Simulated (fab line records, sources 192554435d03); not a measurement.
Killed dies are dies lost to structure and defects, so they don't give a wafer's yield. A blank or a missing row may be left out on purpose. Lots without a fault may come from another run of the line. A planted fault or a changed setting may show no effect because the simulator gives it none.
Problem report in the 8D (eight disciplines) form, filled by code | flow n5_finfet | the parts of the form that need people (team, actions taken, sign-off) are left out

1. THE PROBLEM
IOFF_N_LONG at N5_BEOL_M4_RC_MEAS_101 reads a mean of 8.93e-05 nA/um on 1 wafer of 1 lot; wafers without a fault read 5.52e-05 nA/um with a standard deviation of 2e-06. That is +17 standard deviations from the usual mean.
First seen on wafer L918.2, day 14 19:56, on prober-01. The record holds 24 wafers of 8 lots with a number at this step. Rule for "out", or "out of limits": more than 4 standard deviations from the usual mean. The other wafers with a number count as sound.

2. WHAT IT IS AND WHAT IT IS NOT
question                    | is                                                                     | is not
which readings at this step | IOFF_N_LONG, IOFF_N, IOFF_N_85C, IOFF_N_LIN, VT_N, VT_N_LONG, VT_N_LVT | DIBL_N, DIBL_P, IOFF_P, ION_P, SS_N, SS_P
which lots                  | L918                                                                   | L899, L900, L901, L902, L905, L908, L910
which wafers of those lots  | L918.2                                                                 | L918.1, L918.3
read on which gauges        | prober-01                                                              | prober-02
when                        | from day 14 19:56                                                      | up to then (23 sound wafers)

3. SUSPECTS, AND WHAT RULES EACH OUT
Counting: a tool at a process step up to the reading stays a suspect if it ran every lot that is out. Sound lots after the first of them don't rule it out here, since some wafers of a struck lot are sound.
- the gauge at N5_BEOL_M4_RC_MEAS_101: kept. All the wafers that are out were read on prober-01, and no step on other tools shows them out.
- ald_metal-01 at N5_HKMG_FIN_ALD_91 (deposits TiN, target thk 1 nm, pulse time 1 s, purge time 3 s): kept. It ran the lot that is out, L918 (day 9 13:38); its last sound lot up to then is L910 (day 7 16:09).
- rie_diel-05 at N5_HKMG_FIN_ETCH_86 (etches SOC in N2/H2, stops on TiN, target depth 393.2 nm): kept. It ran the lot that is out, L918 (day 9 13:58); its last sound lot up to then is L908 (day 7 09:10).
- plasma_asher-01 at N5_HKMG_FIN_STRIP_88 (strips in N2/H2, time 360 s): kept. It ran the lot that is out, L918 (day 9 14:14); its last sound lot up to then is L905 (day 6 15:34).
- rie_diel-04 at N5_HKMG_FIN_STRIP_90 (strips SOC in N2/H2, time 20 s): kept. It ran the lot that is out, L918 (day 9 15:07); its last sound lot up to then is L910 (day 7 17:40).
- Within ald_metal-01 at N5_HKMG_FIN_ALD_91: the wafers that are out ran in chamber 3; their sound lot-mates ran in chambers 0, 1.
- Within rie_diel-05 at N5_HKMG_FIN_ETCH_86: the wafers that are out ran in chamber 3; their sound lot-mates ran in chambers 1, 2.
- Within plasma_asher-01 at N5_HKMG_FIN_STRIP_88: the wafers that are out ran in chamber 1; their sound lot-mates ran in chamber 0.
- Within rie_diel-04 at N5_HKMG_FIN_STRIP_90: the wafers that are out ran in chamber 0; their sound lot-mates ran in chambers 1, 2.
Left after counting: ald_metal-01 at N5_HKMG_FIN_ALD_91, rie_diel-05 at N5_HKMG_FIN_ETCH_86, plasma_asher-01 at N5_HKMG_FIN_STRIP_88, rie_diel-04 at N5_HKMG_FIN_STRIP_90, prober-01 at N5_BEOL_M4_RC_MEAS_101.

4. THE CAUSE (what the simulator had put in)
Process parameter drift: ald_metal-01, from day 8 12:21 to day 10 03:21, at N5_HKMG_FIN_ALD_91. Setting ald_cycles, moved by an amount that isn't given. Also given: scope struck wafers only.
Counting left 5 suspects, and this tool is among them.

5. THE CHAIN OF EFFECTS, in route order
Each row: a reading whose mean over the struck wafers that have a number lies more than 3 standard deviations from the usual. Only readings for which the record gives a usual standard deviation are gone through. hours: the time from each lot's start at the first step in this table that gives one to its start at this step, as a median over the lots. sigmas: the change in usual standard deviations.
hours | step                    | reading            | usual          | on struck wafers | change    | sigmas
0     | N5_BEOL_M4_RC_MEAS_101  | IOFF_N             | 0.152 nA/um    | 0.297            | +0.145    | +6.3
0     | N5_BEOL_M4_RC_MEAS_101  | IOFF_N_85C         | 3.0 nA/um      | 5.4              | +2.4      | +6.5
0     | N5_BEOL_M4_RC_MEAS_101  | IOFF_N_LIN         | 0.071 nA/um    | 0.138            | +0.067    | +7.7
0     | N5_BEOL_M4_RC_MEAS_101  | IOFF_N_LONG        | 5.52e-05 nA/um | 8.93e-05         | +3.41e-05 | +17
0     | N5_BEOL_M4_RC_MEAS_101  | ION_N              | 673 uA/um      | 706              | +33       | +3.6
0     | N5_BEOL_M4_RC_MEAS_101  | VT_N               | 250.3 mV       | 233.8            | -16.5     | -6.3
0     | N5_BEOL_M4_RC_MEAS_101  | VT_N_LONG          | 274.9 mV       | 255.8            | -19.1     | -11
0     | N5_BEOL_M4_RC_MEAS_101  | VT_N_LVT           | 98.5 mV        | 81.0             | -17.5     | -6.0
0     | N5_BEOL_M4_RC_MEAS_101  | VT_P_LVT           | -99.1 mV       | -106.4           | -7.3      | -3.0
109   | N5_PASSIVATION_PROBE_49 | sort_bin_4_leakage | 0.00 %         | 1.10             | +1.10     | +99 or more
The process steps in it:
- N5_PASSIVATION_PROBE_49

6. WHAT WOULD HAVE CAUGHT IT SOONER
In this record the first reading out of limits at a measuring or inspecting step was taken at day 14 19:56, 152 hours after the fault began at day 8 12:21.
Of the tool readings at N5_HKMG_FIN_ALD_91 for which the record gives a usual standard deviation, none was out on any struck wafer, so an alarm limit of 4 standard deviations on them would not have fired.
All the lots that are out (1) had begun N5_HKMG_FIN_ALD_91 on ald_metal-01 by day 14 19:56. A hold on the tool at that time would have spared none of them.
